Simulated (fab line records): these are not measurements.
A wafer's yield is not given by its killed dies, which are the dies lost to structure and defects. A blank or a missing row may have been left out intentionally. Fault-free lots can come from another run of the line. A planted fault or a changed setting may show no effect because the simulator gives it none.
Shared-tool check / flow n5Finfet / Lots sampled 11, wafers sampled 29

## REASON IT WAS OPENED
At N5_SD_EPI_N_EPI_MEAS_23 the reading thkNm is flagged on 3 of 11 lots. Wafers without a fault read 58.7 nm, standard deviation 1.2.
Rule: flag the lot when none of its wafers has a number, or when each of its wafers that has one lies beyond 4 standard deviations from that mean. As for the other lots, they are considered sound.

lot=L923; measured=day 3 04:29; on=filmMetro-02; thkNm (nm), wafer by wafer=58.7 58.8; flag=
lot=L927; measured=day 4 05:04; on=filmMetro-02; thkNm (nm), wafer by wafer=60.2 59.0 58.8; flag=
lot=L928; measured=day 4 12:57; on=filmMetro-02; thkNm (nm), wafer by wafer=58.4 57.8 60.4; flag=
lot=L929; measured=day 4 16:37; on=filmMetro-02; thkNm (nm), wafer by wafer=58.6 60.8 60.1; flag=
lot=L932; measured=day 5 10:23; on=filmMetro-02; thkNm (nm), wafer by wafer=60.3 58.7 60.0; flag=
lot=L935; measured=day 6 07:56; on=filmMetro-02; thkNm (nm), wafer by wafer=40.4 41.2 40.2; flag=FLAGGED
lot=L937; measured=day 6 18:54; on=filmMetro-02; thkNm (nm), wafer by wafer=40.7 41.9 40.4; flag=FLAGGED
lot=L939; measured=day 7 06:37; on=filmMetro-02; thkNm (nm), wafer by wafer=41.4 40.7 40.1; flag=FLAGGED
lot=L941; measured=day 7 16:14; on=filmMetro-02; thkNm (nm), wafer by wafer=58.2 57.5; flag=
lot=L943; measured=day 8 03:50; on=filmMetro-02; thkNm (nm), wafer by wafer=60.7 61.6; flag=
lot=L944; measured=day 8 10:42; on=filmMetro-02; thkNm (nm), wafer by wafer=58.8 58.5; flag=
The numbers of the flagged lots are 40.8 nm on average: -17.9 nm against the usual, or -15 standard deviations.

## LOT BY LOT: THE TOOL USED
The record holds 3 process steps before the reading, out of a route of 1938 steps. Every cell lists first the tool, next ch and the chambers used by the sampled wafers, and last the start.
lot=L923; flag=; N5_DUMMY_GATE_ETCH_23=rieSi-03 ch 1,2, day 2 23:32; N5_SD_EPI_N_ETCH_35=rieDiel-06 ch 0,3, day 3 01:10; N5_SD_EPI_N_EPI_21=epiRpcvd-03 ch 0, day 3 02:46
lot=L927; flag=; N5_DUMMY_GATE_ETCH_23=rieSi-03 ch 2,3, day 4 00:02; N5_SD_EPI_N_ETCH_35=rieDiel-03 ch 0,1,3, day 4 01:45; N5_SD_EPI_N_EPI_21=epiRpcvd-02 ch 0, day 4 03:22
lot=L928; flag=; N5_DUMMY_GATE_ETCH_23=rieSi-05 ch 0,1,2, day 4 07:28; N5_SD_EPI_N_ETCH_35=rieDiel-02 ch 1,2,3, day 4 09:39; N5_SD_EPI_N_EPI_21=epiRpcvd-03 ch 0, day 4 11:14
lot=L929; flag=; N5_DUMMY_GATE_ETCH_23=rieSi-03 ch 0,1,3, day 4 11:04; N5_SD_EPI_N_ETCH_35=rieDiel-06 ch 0,1,3, day 4 13:19; N5_SD_EPI_N_EPI_21=epiRpcvd-02 ch 0, day 4 14:54
lot=L932; flag=; N5_DUMMY_GATE_ETCH_23=rieSi-05 ch 1,2, day 5 04:23; N5_SD_EPI_N_ETCH_35=rieDiel-03 ch 0,2,3, day 5 07:14; N5_SD_EPI_N_EPI_21=epiRpcvd-03 ch 0, day 5 09:30
lot=L935; flag=FLAGGED; N5_DUMMY_GATE_ETCH_23=rieSi-05 ch 0,1,3, day 6 03:07; N5_SD_EPI_N_ETCH_35=rieDiel-02 ch 0,2, day 6 04:38; N5_SD_EPI_N_EPI_21=epiRpcvd-03 ch 0, day 6 06:29
lot=L937; flag=FLAGGED; N5_DUMMY_GATE_ETCH_23=rieSi-01 ch 0,1,3, day 6 13:58; N5_SD_EPI_N_ETCH_35=rieDiel-02 ch 0,1,2, day 6 15:36; N5_SD_EPI_N_EPI_21=epiRpcvd-03 ch 0, day 6 17:11
lot=L939; flag=FLAGGED; N5_DUMMY_GATE_ETCH_23=rieSi-05 ch 0,1,2, day 7 00:52; N5_SD_EPI_N_ETCH_35=rieDiel-06 ch 0,1, day 7 02:34; N5_SD_EPI_N_EPI_21=epiRpcvd-03 ch 0, day 7 04:42
lot=L941; flag=; N5_DUMMY_GATE_ETCH_23=rieSi-01 ch 1,3, day 7 10:41; N5_SD_EPI_N_ETCH_35=rieDiel-03 ch 1,3, day 7 12:56; N5_SD_EPI_N_EPI_21=epiRpcvd-02 ch 0, day 7 15:04
lot=L943; flag=; N5_DUMMY_GATE_ETCH_23=rieSi-05 ch 2, day 7 22:47; N5_SD_EPI_N_ETCH_35=rieDiel-03 ch 0,2, day 8 00:31; N5_SD_EPI_N_EPI_21=epiRpcvd-02 ch 0, day 8 02:24
lot=L944; flag=; N5_DUMMY_GATE_ETCH_23=rieSi-05 ch 3, day 8 03:53; N5_SD_EPI_N_ETCH_35=rieDiel-06 ch 2, day 8 05:48; N5_SD_EPI_N_EPI_21=epiRpcvd-04 ch 0, day 8 09:32
What the steps here do:
- N5_DUMMY_GATE_ETCH_23: etches poly-Si in HBr/Cl2/O2, target depth 41 nm, time 22.3 s.
- N5_SD_EPI_N_ETCH_35: etches SOC in N2/H2, overetch 108 nm, time 486 s.
- N5_SD_EPI_N_EPI_21: deposits Si:P, time 690 s.
- N5_SD_EPI_N_EPI_MEAS_23

## FLAGGED AGAINST TOTAL, ONE TOOL AT A TIME (gauges that did the reading follow at the end)
step=N5_DUMMY_GATE_ETCH_23; tool=rieSi-01; lots run=2; flagged=1; share of the flagged lots=some; sound lots run after its first flagged lot=1 (L941)
step=N5_DUMMY_GATE_ETCH_23; tool=rieSi-03; lots run=3; flagged=0; share of the flagged lots=none; sound lots run after its first flagged lot=-
step=N5_DUMMY_GATE_ETCH_23; tool=rieSi-05; lots run=6; flagged=2; share of the flagged lots=some; sound lots run after its first flagged lot=2 (L943,L944)
step=N5_SD_EPI_N_ETCH_35; tool=rieDiel-02; lots run=3; flagged=2; share of the flagged lots=some; sound lots run after its first flagged lot=0
step=N5_SD_EPI_N_ETCH_35; tool=rieDiel-03; lots run=4; flagged=0; share of the flagged lots=none; sound lots run after its first flagged lot=-
step=N5_SD_EPI_N_ETCH_35; tool=rieDiel-06; lots run=4; flagged=1; share of the flagged lots=some; sound lots run after its first flagged lot=1 (L944)
step=N5_SD_EPI_N_EPI_21; tool=epiRpcvd-02; lots run=4; flagged=0; share of the flagged lots=none; sound lots run after its first flagged lot=-
step=N5_SD_EPI_N_EPI_21; tool=epiRpcvd-03; lots run=6; flagged=3; share of the flagged lots=all; sound lots run after its first flagged lot=0
step=N5_SD_EPI_N_EPI_21; tool=epiRpcvd-04; lots run=1; flagged=0; share of the flagged lots=none; sound lots run after its first flagged lot=-
step=N5_SD_EPI_N_EPI_MEAS_23; tool=filmMetro-02; lots run=11; flagged=3; share of the flagged lots=all; sound lots run after its first flagged lot=3 (L941,L943,L944)

## THE TABLE: WHAT IT ALLOWS
Every flagged lot went through 2 rows of the table: epiRpcvd-03 at N5_SD_EPI_N_EPI_21 and filmMetro-02 at N5_SD_EPI_N_EPI_MEAS_23.
- epiRpcvd-03 at N5_SD_EPI_N_EPI_21 ran 6 lots, 3 of them flagged. Last sound lot L932 at day 5 09:30, first flagged lot L935 at day 6 06:29; a fault beginning in between fits. Its own readings lie more than 4 standard deviations out on every wafer of the flagged lots: susceptorTempC, susceptor_temp_C_max.
- filmMetro-02 at N5_SD_EPI_N_EPI_MEAS_23 ran 11 lots, 3 of them flagged. Sound lots followed the first flagged one (L941, L943, L944) on it, something a lasting fault affecting the whole tool could not allow.
epiRpcvd-03 at N5_SD_EPI_N_EPI_21 is the single tool remaining.

## WHAT HAD BEEN PUT IN BY THE SIMULATOR
Process parameter drift: epiRpcvd-03, from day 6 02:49 on, at N5_SD_EPI_N_EPI_21. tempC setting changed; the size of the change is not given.
Struck lots among those shown: L935, L937, L939. Same finding as the rule above.
